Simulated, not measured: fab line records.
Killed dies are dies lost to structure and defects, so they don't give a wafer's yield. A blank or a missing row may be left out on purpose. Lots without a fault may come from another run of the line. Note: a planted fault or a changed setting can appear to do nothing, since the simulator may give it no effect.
Matching of chambers ; flow n5 finfet ; N5_BEOL_M5_STRIP_36 on rie diel-03: 4 sister chambers
The step strips in N2/H2. 4 wafers are shown with their chamber, then 12 later ones without.

## WAFERS WITH THEIR CHAMBER
wafer;chamber;showerhead plenum p Torr (Torr)
L092.3;3;2.40
L094.1;2;2.51
L094.2;0;2.58
L094.3;1;2.50

## WAFERS MISSING THEIR CHAMBER
wafer;showerhead plenum p Torr (Torr)
L094.4;2.40
L094.5;2.58
L094.6;2.50
L093.1;2.58
L093.2;2.50
L093.4;2.40
L096.3;2.51
L096.5;2.58
L096.6;2.49
L097.1;2.51
L097.4;2.58
L097.5;2.39

## WHICH CHAMBER EACH ONE RAN IN
wafer;from the rows above;in truth
L094.4;3;3
L094.5;0;0
L094.6;1;1
L093.1;0;0
L093.2;1;1
L093.4;3;3
L096.3;2;2
L096.5;0;0
L096.6;1;1
L097.1;2;2
L097.4;0;0
L097.5;3;3
12 of 12 placed correctly. Not placeable from these rows: 0. 0 placed wrongly.
How it was worked out, from the rows above alone: a wafer's distance from a chamber is the root of the sum, over the readings, of the square of ((its reading less the chamber's mean) divided by the reading's scatter). If the next closest chamber is less than 2 further off than the closest, the wafer can't be placed; otherwise it belongs to the closest. The mean given for a chamber averages the wafers shown for that chamber. The scatter (one wafer shown for each chamber): square how far every hidden wafer sits from the nearest shown wafer, average those squares and take the square root.
